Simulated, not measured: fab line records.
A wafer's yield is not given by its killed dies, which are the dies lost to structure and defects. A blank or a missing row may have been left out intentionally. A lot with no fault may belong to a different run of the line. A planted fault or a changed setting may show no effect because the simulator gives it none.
fab line records	flow n5_finfet	part 1 of 2: steps 1 to 4 of 6
record lots=22	wafers=66	last_day=20
route steps=1938 shown GATE_CUT@516 MOL_CONTACT_COAG@531
lots that met no fault: taken from a fault-free run of the same line
start_h: start of the lot's first displayed wafer, in hours after the record's first day	wait_h: hours since the lot's step before	" the same as in the row above	L1.1+2: a single row standing in for several wafers	- either no value or no given start	* or withheld: withheld	< > ~ a bound
route shown NAME@n: names a module that has steps shown in the file, with the first one's number in the route	usual: the fault-free wafers' mean and standard deviation	same: alike in all rows	chamber/n: place in a boat	sites: the reading at each site	_std_site: how widely they spread, as a standard deviation	_edge_site: inner sites' mean taken away from outer sites' mean	radius_mm: how far each site lies from the wafer's centre	mask NAME#n: copy n	behind: the most recent tool/chamber to have shaped the wafer	hold: what put the lot on hold/how long, in hours/how the hold closed	device: the transistor (n, p or np) that didn't switch	end of line: the same wafers' tests at the end of the route	step lacking rows: just its recipe	killed: at the first sort, the dies lost to defects and structure; wafer yield is something else	map: the dies of a wafer, with x for killed, . for not killed, _ for no die there
set.NAME: the run value of the setting; set.NAME@STEP: its run value at that earlier step	model.NAME: the simulator's own value behind a step, which no gauge read
steps of the route over a sample of lots; a table a step, a row a wafer
services: when a tool's chamber went out of use (start_h, in hours from the record's first day, below 0 if earlier), for how many hours, and the reason
## steps
# step N5_GATE_CUT_INSPECT_26
# recipe inspect_instrument=darkfield	mode=post_cmp
# usual raw_defect_count=39/14
lot.wafer	tool	chamber	start_h	wait_h	raw_defect_count
L074.2	defect_inspect-02	-	87.26	0.0	48
L074.4	"	-	"	"	23
L074.6	"	-	"	"	24
L075.2	defect_inspect-02	-	93.67	0.0	58
L075.5	"	-	"	"	33
L075.6	"	-	"	"	38
L076.2	defect_inspect-01	-	102.22	0.0	24
L076.3	"	-	"	"	37
L076.4	"	-	"	"	39
L077.2	defect_inspect-02	-	106.47	0.0	43
L077.4	"	-	"	"	34
L077.5	"	-	"	"	24
L078.1	defect_inspect-01	-	112.40	0.0	20
L078.2	"	-	"	"	38
L078.6	"	-	"	"	22
L079.2	defect_inspect-02	-	118.04	0.0	50
L079.3	"	-	"	"	56
L079.4	"	-	"	"	34
L080.1	defect_inspect-01	-	123.14	0.0	18
L080.3	"	-	"	"	53
L080.4	"	-	"	"	35
L082.1	defect_inspect-02	-	138.71	0.0	43
L082.3	"	-	"	"	40
L082.5	"	-	"	"	69
L084.2	defect_inspect-01	-	148.31	0.0	36
L084.5	"	-	"	"	36
L084.6	"	-	"	"	23
L085.1	defect_inspect-02	-	154.72	0.0	26
L085.3	"	-	"	"	44
L085.6	"	-	"	"	49
L086.1	defect_inspect-02	-	160.26	0.0	48
L086.5	"	-	"	"	29
L086.6	"	-	"	"	43
L087.1	defect_inspect-01	-	164.66	0.0	44
L087.2	"	-	"	"	29
L087.5	"	-	"	"	24
L088.1	defect_inspect-02	-	170.76	0.0	45
L088.2	"	-	"	"	43
L088.4	"	-	"	"	32
L089.3	defect_inspect-01	-	179.95	0.0	26
L089.4	"	-	"	"	24
L089.6	"	-	"	"	53
L090.2	defect_inspect-02	-	182.17	0.0	55
L090.4	"	-	"	"	69
L090.5	"	-	"	"	48
L091.3	defect_inspect-01	-	189.54	0.0	42
L091.5	"	-	"	"	37
L091.6	"	-	"	"	39
L092.1	defect_inspect-02	-	196.66	0.0	68
L092.3	"	-	"	"	76
L092.5	"	-	"	"	55
L093.3	defect_inspect-02	-	200.07	1.2	69
L093.4	"	-	"	"	32
L093.6	"	-	"	"	37
L094.1	defect_inspect-01	-	215.37	0.0	53
L094.4	"	-	"	"	40
L094.5	"	-	"	"	52
L095.3	defect_inspect-02	-	217.13	0.0	24
L095.5	"	-	"	"	28
L095.6	"	-	"	"	52
L096.1	defect_inspect-01	-	222.07	0.0	38
L096.5	"	-	"	"	63
L096.6	"	-	"	"	17
L097.4	defect_inspect-01	-	226.38	0.0	28
L097.5	"	-	"	"	20
L097.6	"	-	"	"	40
# step N5_MOL_CONTACT_COAG_ETCH_105
# recipe chemistry=CF4	target=SiARC	target_depth_a=156	mask_material=CAR-EUV	time_s=26	ion_energy_ev=80	pressure_mtorr=40	source_w=545	bias_w=36	Ar_flow_sccm=100	cf4_flow_sccm=100	ends=cleared
# usual drypump_motor_current_A=5.6/0.49	etch_rf_on_time_s=26.1/0.63	oes_product_au=0.68/0.076	rf_vpp_V=183.9/1.1	showerhead_plenum_p_Torr=2.13/0.054	throttle_valve_pct=15.56/0.26
lot.wafer	tool	chamber	start_h	wait_h	drypump_motor_current_A	etch_rf_on_time_s	oes_product_au	rf_hours_counter_h	rf_vpp_V	showerhead_plenum_p_Torr	throttle_valve_pct
L074.2	rie_diel-05	2	87.92	0.0	6.1	26.1	0.58	230	185.3	2.20	15.58
L074.4	"	0	"	"	5.7	25.9	0.62	195	182.9	2.13	15.70
L074.6	"	0	"	"	5.7	26.1	0.62	-	185.4	2.13	15.69
L075.2	rie_diel-06	3	94.27	0.0	5.6	27.4	0.61	203	183.4	2.12	15.69
L075.5	"	1	"	"	5.3	25.9	0.63	-	183.4	2.05	15.61
L075.6	"	0	"	"	5.4	27.0	0.75	-	184.8	2.20	15.27
L076.2	rie_diel-01	1	102.69	0.0	6.0	25.7	0.73	48	186.1	2.17	15.29
L076.3	"	2	"	"	5.4	26.7	0.76	22	185.0	2.09	15.49
L076.4	"	1	"	"	6.0	25.6	0.73	-	183.1	2.17	15.29
L077.2	rie_diel-01	2	107.38	0.0	5.4	27.2	0.75	24	183.0	2.09	15.48
L077.4	"	1	"	"	6.0	26.0	0.73	-	186.8	2.16	15.31
L077.5	"	2	"	"	5.4	27.1	0.75	-	183.0	2.09	15.47
L078.1	rie_diel-05	1	113.06	0.0	5.8	25.6	0.61	191	181.0	2.04	15.84
L078.2	"	2	"	"	6.1	26.1	0.57	237	185.1	2.19	15.62
L078.6	"	0	"	"	5.7	25.9	0.62	-	184.3	2.12	15.71
L079.2	rie_diel-06	0	118.64	0.0	5.4	26.6	0.74	43	184.7	2.19	15.30
L079.3	"	1	"	"	5.3	26.1	0.62	187	182.9	2.04	15.62
L079.4	"	2	"	"	4.6	26.0	0.72	66	184.7	2.17	15.70
L080.1	rie_diel-06	3	123.66	0.0	5.6	26.9	0.61	214	183.5	2.12	15.69
L080.3	"	2	"	"	4.6	26.0	0.72	67	183.6	2.17	15.70
L080.4	"	0	"	"	5.4	26.7	0.73	-	183.5	2.19	15.29
L082.1	rie_diel-01	3	139.31	0.0	6.0	25.8	0.69	90	185.1	2.17	15.91
L082.3	"	0	"	"	5.8	24.7	0.86	5	185.3	2.19	15.18
L082.5	"	1	"	"	6.0	25.9	0.72	-	185.2	2.16	15.31
L084.2	rie_diel-01	3	148.96	0.0	6.0	25.8	0.68	95	184.6	2.17	15.92
L084.5	"	0	"	"	5.8	24.6	0.84	-	184.7	2.19	15.15
L084.6	"	3	"	"	6.1	26.0	0.68	-	183.7	2.17	15.90
L085.1	rie_diel-05	1	155.35	0.0	5.8	26.0	0.60	206	182.0	2.04	15.87
L085.3	"	0	"	"	5.6	26.1	0.62	219	184.6	2.12	15.74
L085.6	"	3	"	"	6.6	25.9	0.81	-	183.4	2.10	15.08
L086.1	rie_diel-06	1	160.93	0.0	5.3	25.5	0.62	201	183.1	2.04	15.65
L086.5	"	0	"	"	5.5	26.7	0.71	-	185.3	2.19	15.35
L086.6	"	3	"	"	5.6	26.8	0.60	-	184.2	2.11	15.73
L087.1	rie_diel-06	3	165.14	0.0	5.6	27.5	0.60	229	182.3	2.11	15.74
L087.2	"	1	"	"	5.3	26.0	0.61	203	184.1	2.04	15.66
L087.5	"	0	"	"	5.5	26.8	0.72	-	185.3	2.19	15.32
L088.1	rie_diel-06	3	171.24	0.0	5.6	27.4	0.59	232	184.4	2.11	15.74
L088.2	"	0	"	"	5.4	27.0	0.71	63	183.6	2.19	15.32
L088.4	"	2	"	"	4.6	26.3	0.70	-	182.7	2.16	15.73
L089.3	rie_diel-05	2	180.67	0.0	6.1	25.3	0.83	5	182.9	2.19	15.19
L089.4	"	0	"	"	5.7	26.4	0.60	228	183.3	2.12	15.76
L089.6	"	3	"	"	6.6	25.9	0.78	-	183.6	2.10	15.12
L090.2	rie_diel-05	2	182.76	0.0	6.1	25.5	0.82	6	185.6	2.19	15.18
L090.4	"	3	"	"	6.6	26.1	0.77	14	182.6	2.10	15.12
L090.5	"	0	"	"	5.7	26.0	0.60	-	184.9	2.12	15.76
L091.3	rie_diel-06	1	190.13	0.0	5.3	25.6	0.60	211	181.4	2.03	15.66
L091.5	"	2	"	"	4.6	25.9	0.70	-	184.5	2.16	15.76
L091.6	"	3	"	"	5.6	27.0	0.59	-	184.2	2.11	15.74
L092.1	rie_diel-01	2	197.26	0.0	5.4	27.1	0.70	57	183.5	2.08	15.55
L092.3	"	3	"	"	6.0	25.6	0.67	113	186.0	2.16	15.95
L092.5	"	0	"	"	5.8	24.7	0.80	-	184.0	2.19	15.22
L093.3	rie_diel-05	0	201.17	0.0	5.7	25.8	0.61	234	183.4	2.11	15.76
L093.4	"	1	"	"	5.8	25.9	0.59	220	181.7	2.03	15.91
L093.6	"	0	"	"	5.7	26.1	0.60	-	183.5	2.11	15.76
L094.1	rie_diel-06	2	215.98	0.0	4.6	25.8	0.68	102	183.6	2.15	15.78
L094.4	"	0	"	"	5.4	27.3	0.68	80	186.0	2.18	15.35
L094.5	"	2	"	"	4.6	26.0	0.69	-	183.9	2.15	15.78
L095.3	rie_diel-05	2	217.85	0.0	6.1	25.2	0.80	16	184.3	2.18	15.21
L095.5	"	1	"	"	5.8	26.0	0.59	-	183.7	2.03	15.91
L095.6	"	0	"	"	5.7	25.8	0.60	-	183.4	2.11	15.79
L096.1	rie_diel-06	1	222.67	0.0	5.3	25.7	0.60	223	183.5	2.03	15.71
L096.5	"	1	"	"	5.3	25.7	0.60	-	181.6	2.03	15.71
L096.6	"	2	"	"	4.6	25.8	0.69	-	184.4	2.15	15.78
L097.4	rie_diel-05	1	226.98	0.0	5.8	25.9	0.59	228	182.3	2.03	15.90
L097.5	"	1	"	"	5.8	26.1	0.59	-	184.0	2.03	15.92
L097.6	"	0	"	"	5.6	26.1	0.60	-	183.1	2.11	15.79
# step N5_MOL_CONTACT_COAG_ETCH_90
# recipe chemistry=CF4	target=SiARC	target_depth_a=130	mask_material=CAR-EUV	time_s=21.7	ion_energy_ev=80	pressure_mtorr=40	source_w=545	bias_w=36	Ar_flow_sccm=100	cf4_flow_sccm=100	ends=cleared
# usual drypump_motor_current_A=5.8/0.46	etch_rf_on_time_s=21.6/0.53	oes_product_au=0.68/0.088	rf_vpp_V=184.0/1	showerhead_plenum_p_Torr=2.12/0.055	throttle_valve_pct=15.55/0.29
lot.wafer	tool	chamber	start_h	wait_h	drypump_motor_current_A	etch_rf_on_time_s	oes_product_au	rf_hours_counter_h	rf_vpp_V	showerhead_plenum_p_Torr	throttle_valve_pct
L074.2	rie_diel-01	3	98.54	0.0	6.0	21.3	0.70	75	183.7	2.18	15.86
L074.4	"	2	"	"	5.4	22.3	0.76	20	184.8	2.09	15.46
L074.6	"	0	"	"	5.8	21.0	0.60	-	185.3	2.20	15.67
L075.2	rie_diel-06	3	103.95	0.0	5.6	22.7	0.61	206	183.1	2.12	15.69
L075.5	"	0	"	"	5.5	22.4	0.75	-	182.8	2.19	15.27
L075.6	"	1	"	"	5.3	21.7	0.63	-	183.0	2.04	15.62
L076.2	rie_diel-05	3	112.31	0.0	6.6	22.5	0.57	242	185.4	2.11	15.57
L076.3	"	0	"	"	5.7	22.1	0.62	203	184.4	2.13	15.72
L076.4	"	1	"	"	5.8	21.9	0.60	190	183.1	2.04	15.83
L077.2	rie_diel-05	2	117.66	0.0	6.1	22.0	0.58	239	183.8	2.19	15.62
L077.4	"	1	"	"	5.8	21.6	0.61	192	183.0	2.04	15.84
L077.5	"	3	"	"	6.6	22.2	0.57	-	183.2	2.11	15.59
L078.1	rie_diel-06	2	125.18	0.0	4.6	21.6	0.72	68	183.2	2.17	15.72
L078.2	"	0	"	"	5.4	22.3	0.74	45	184.1	2.19	15.28
L078.6	"	2	"	"	4.6	21.7	0.72	-	185.0	2.17	15.70
L079.2	rie_diel-05	2	129.95	0.0	6.1	22.0	0.57	243	185.0	2.19	15.63
L079.3	"	0	"	"	5.7	21.6	0.62	209	183.3	2.12	15.72
L079.4	"	1	"	"	5.8	21.5	0.60	196	183.6	2.04	15.83
L080.1	rie_diel-01	2	135.61	0.0	5.4	22.5	0.73	35	183.1	2.09	15.50
L080.3	"	3	"	"	6.0	21.3	0.70	89	184.6	2.17	15.89
L080.4	"	1	"	"	6.0	21.6	0.71	62	184.3	2.16	15.33
L082.1	rie_diel-05	1	150.69	0.0	5.8	21.7	0.60	203	181.9	2.04	15.87
L082.3	"	0	"	"	5.7	21.8	0.61	216	184.7	2.12	15.73
L082.5	"	1	"	"	5.8	21.6	0.60	-	183.7	2.04	15.87
L084.2	rie_diel-05	1	159.79	0.0	5.8	21.6	0.59	207	183.7	2.04	15.88
L084.5	"	0	"	"	5.6	21.9	0.61	-	184.9	2.12	15.75
L084.6	"	3	"	"	6.6	21.5	0.81	-	184.4	2.10	15.12
L085.1	rie_diel-05	1	165.26	0.0	5.8	21.6	0.59	210	182.4	2.04	15.89
L085.3	"	3	"	"	6.6	21.6	0.79	7	182.9	2.10	15.10
L085.6	"	3	"	"	6.6	21.3	0.80	-	184.1	2.10	15.12
L086.1	rie_diel-05	2	171.36	0.0	6.1	21.2	0.84	2	185.1	2.19	15.18
L086.5	"	1	"	"	5.8	21.6	0.59	-	183.2	2.04	15.88
L086.6	"	0	"	"	5.7	22.1	0.60	-	183.8	2.12	15.76
L087.1	rie_diel-01	0	176.90	0.0	5.8	20.8	0.82	21	185.7	2.19	15.20
L087.2	"	3	"	"	6.0	21.7	0.67	106	183.8	2.17	15.93
L087.5	"	2	"	"	5.4	22.8	0.71	-	183.3	2.08	15.54
L088.1	rie_diel-05	3	182.09	0.0	6.6	21.6	0.78	13	182.3	2.10	15.09
L088.2	"	1	"	"	5.8	21.5	0.60	215	184.2	2.04	15.89
L088.4	"	0	"	"	5.6	22.1	0.60	228	184.7	2.12	15.76
L089.3	rie_diel-01	1	191.70	0.0	6.0	21.7	0.70	83	183.5	2.15	15.35
L089.4	"	0	"	"	5.8	20.5	0.81	27	185.1	2.19	15.19
L089.6	"	0	"	"	5.8	20.7	0.80	-	186.0	2.19	15.21
L090.2	rie_diel-05	2	193.34	0.0	6.1	20.9	0.82	10	185.3	2.19	15.19
L090.4	"	1	"	"	5.8	21.6	0.59	219	182.5	2.03	15.89
L090.5	"	2	"	"	6.1	20.9	0.81	-	183.5	2.19	15.20
L091.3	rie_diel-05	0	201.06	0.0	5.7	21.6	0.60	234	183.4	2.11	15.78
L091.5	"	2	"	"	6.1	21.0	0.81	-	183.6	2.19	15.21
L091.6	"	1	"	"	5.8	21.4	0.60	-	183.6	2.03	15.89
L092.1	rie_diel-01	3	207.99	0.0	6.1	21.6	0.67	117	183.3	2.16	15.93
L092.3	"	2	"	"	5.4	22.5	0.70	61	183.4	2.08	15.55
L092.5	"	3	"	"	6.1	21.6	0.67	-	185.3	2.16	15.95
L093.3	rie_diel-05	1	212.58	0.0	5.8	21.5	0.59	223	183.5	2.03	15.90
L093.4	"	2	"	"	6.1	20.8	0.81	14	184.0	2.19	15.21
L093.6	"	2	"	"	6.1	20.8	0.80	-	184.8	2.18	15.20
L094.1	rie_diel-06	0	223.79	0.0	5.4	22.7	0.69	82	184.9	2.18	15.35
L094.4	"	0	"	"	5.5	22.7	0.68	-	183.6	2.18	15.38
L094.5	"	1	"	"	5.3	21.9	0.59	-	183.4	2.03	15.69
L095.3	rie_diel-05	0	226.37	0.0	5.7	21.6	0.60	243	184.6	2.11	15.79
L095.5	"	1	"	"	5.8	21.4	0.59	-	181.7	2.03	15.91
L095.6	"	0	"	"	5.7	21.7	0.60	-	183.3	2.11	15.79
L096.1	rie_diel-05	2	230.43	0.0	6.1	21.2	0.79	20	184.7	2.18	15.21
L096.5	"	3	"	"	6.6	21.7	0.75	-	183.1	2.10	15.15
L096.6	"	2	"	"	6.1	21.1	0.79	-	185.7	2.18	15.21
L097.4	rie_diel-05	3	234.34	0.0	6.6	21.6	0.75	31	183.4	2.09	15.15
L097.5	"	2	"	"	6.1	21.3	0.78	-	184.7	2.18	15.23
L097.6	"	1	"	"	5.8	21.7	0.58	-	182.8	2.03	15.92
# step N5_MOL_CONTACT_COAG_ETCH_91
# recipe chemistry=N2/H2	target=SOC	target_depth_a=600	overetch_a=210	mask_material=SiARC	temp_c=40	time_s=101.2	ion_energy_ev=200	pressure_mtorr=30	source_w=840	bias_w=150	n2_flow_sccm=200	h2_flow_sccm=200
# usual drypump_motor_current_A=5.6/0.51	oes_product_au=0.67/0.068	rf_vpp_V=523.4/1.9	showerhead_plenum_p_Torr=2.53/0.062	throttle_valve_pct=17.81/0.29
lot.wafer	tool	chamber	start_h	wait_h	drypump_motor_current_A	oes_product_au	rf_hours_counter_h	rf_vpp_V	showerhead_plenum_p_Torr	throttle_valve_pct
L074.2	rie_diel-05	3	99.04	0.0	6.6	0.58	238	521.1	2.51	17.79
L074.4	"	1	"	"	5.8	0.59	187	521.5	2.42	18.00
L074.6	"	0	"	"	5.6	0.61	-	523.3	2.54	18.04
L075.2	rie_diel-06	2	104.24	0.0	4.6	0.71	61	526.7	2.58	17.97
L075.5	"	2	"	"	4.6	0.71	-	525.6	2.58	17.97
L075.6	"	3	"	"	5.6	0.61	-	522.4	2.50	17.73
L076.2	rie_diel-06	0	112.76	0.0	5.5	0.73	40	525.6	2.60	17.57
L076.3	"	2	"	"	4.6	0.71	64	526.5	2.58	17.97
L076.4	"	1	"	"	5.3	0.61	184	521.2	2.44	18.01
L077.2	rie_diel-01	2	117.96	0.0	5.4	0.75	29	521.3	2.52	18.02
L077.4	"	3	"	"	6.0	0.67	-	524.3	2.58	18.05
L077.5	"	1	"	"	6.0	0.70	-	525.6	2.55	17.34
L078.1	rie_diel-06	0	125.48	0.0	5.5	0.73	45	526.2	2.60	17.62
L078.2	"	3	"	"	5.6	0.61	214	522.1	2.50	17.72
L078.6	"	3	"	"	5.6	0.61	-	522.6	2.50	17.73
L079.2	rie_diel-01	1	130.43	0.0	6.0	0.70	60	523.2	2.55	17.35
L079.3	"	0	"	"	5.8	0.83	2	527.1	2.61	17.30
L079.4	"	3	"	"	6.0	0.68	88	525.5	2.58	18.06
L080.1	rie_diel-01	1	135.91	0.0	6.0	0.69	62	523.1	2.55	17.38
L080.3	"	0	"	"	5.8	0.81	4	526.3	2.61	17.29
L080.4	"	3	"	"	6.0	0.68	89	524.7	2.58	18.05
L082.1	rie_diel-05	1	150.98	0.0	5.8	0.59	203	520.9	2.41	18.05
L082.3	"	3	"	"	6.6	0.81	1	523.3	2.51	17.37
L082.5	"	3	"	"	6.6	0.80	-	522.1	2.51	17.37
L084.2	rie_diel-06	0	160.08	0.0	5.5	0.71	59	524.6	2.59	17.64
L084.5	"	1	"	"	5.3	0.60	-	520.7	2.43	18.05
L084.6	"	0	"	"	5.5	0.72	-	524.5	2.59	17.63
L085.1	rie_diel-05	0	165.61	0.0	5.7	0.60	223	524.3	2.53	18.08
L085.3	"	2	"	"	6.1	0.82	1	526.2	2.59	17.38
L085.6	"	2	"	"	6.1	0.83	-	525.1	2.59	17.38
L086.1	rie_diel-01	2	171.69	0.0	5.4	0.71	49	522.8	2.51	18.05
L086.5	"	3	"	"	6.1	0.67	-	524.6	2.57	18.07
L086.6	"	0	"	"	5.8	0.78	-	525.2	2.60	17.32
L087.1	rie_diel-06	0	177.19	0.0	5.5	0.71	65	525.8	2.59	17.64
L087.2	"	2	"	"	4.6	0.69	87	524.2	2.57	18.03
L087.5	"	1	"	"	5.3	0.59	-	520.1	2.43	18.05
L088.1	rie_diel-05	3	182.38	0.0	6.6	0.76	13	521.9	2.50	17.40
L088.2	"	2	"	"	6.1	0.80	6	525.6	2.59	17.37
L088.4	"	0	"	"	5.7	0.60	228	521.8	2.53	18.08
L089.3	rie_diel-06	0	191.99	0.0	5.5	0.70	71	525.1	2.59	17.65
L089.4	"	3	"	"	5.6	0.59	240	524.1	2.48	17.77
L089.6	"	2	"	"	4.6	0.68	-	524.8	2.57	18.02
L090.2	rie_diel-05	3	193.73	0.0	6.6	0.76	18	523.1	2.50	17.40
L090.4	"	1	"	"	5.8	0.58	219	519.1	2.40	18.05
L090.5	"	3	"	"	6.6	0.75	-	522.3	2.50	17.40
L091.3	rie_diel-06	0	201.43	0.0	5.4	0.69	74	524.3	2.59	17.67
L091.5	"	2	"	"	4.6	0.67	-	523.6	2.57	18.03
L091.6	"	1	"	"	5.3	0.59	-	521.5	2.42	18.06
L092.1	rie_diel-01	0	208.28	0.0	5.8	0.76	31	526.2	2.59	17.34
L092.3	"	2	"	"	5.5	0.70	62	522.8	2.50	18.08
L092.5	"	1	"	"	6.0	0.67	-	526.3	2.54	17.41
L093.3	rie_diel-01	0	212.88	0.0	5.8	0.75	32	525.1	2.59	17.35
L093.4	"	3	"	"	6.1	0.64	118	523.7	2.56	18.11
L093.6	"	1	"	"	6.0	0.67	-	521.8	2.54	17.41
L094.1	rie_diel-01	0	224.60	0.0	5.8	0.75	37	525.8	2.59	17.34
L094.4	"	1	"	"	6.0	0.67	93	524.6	2.54	17.41
L094.5	"	0	"	"	5.8	0.75	-	526.3	2.59	17.35
L095.3	rie_diel-06	0	226.71	0.0	5.4	0.69	84	525.2	2.58	17.69
L095.5	"	2	"	"	4.6	0.67	-	523.3	2.56	18.04
L095.6	"	1	"	"	5.3	0.59	-	520.7	2.42	18.08
L096.1	rie_diel-06	1	230.96	0.0	5.3	0.59	227	519.7	2.42	18.10
L096.5	"	0	"	"	5.5	0.69	-	525.5	2.58	17.68
L096.6	"	2	"	"	4.6	0.67	-	524.7	2.56	18.07
L097.4	rie_diel-06	1	234.67	0.0	5.3	0.58	-	520.6	2.42	18.09
L097.5	"	2	"	"	4.6	0.66	-	523.1	2.56	18.09
L097.6	"	0	"	"	5.4	0.69	-	525.4	2.58	17.67
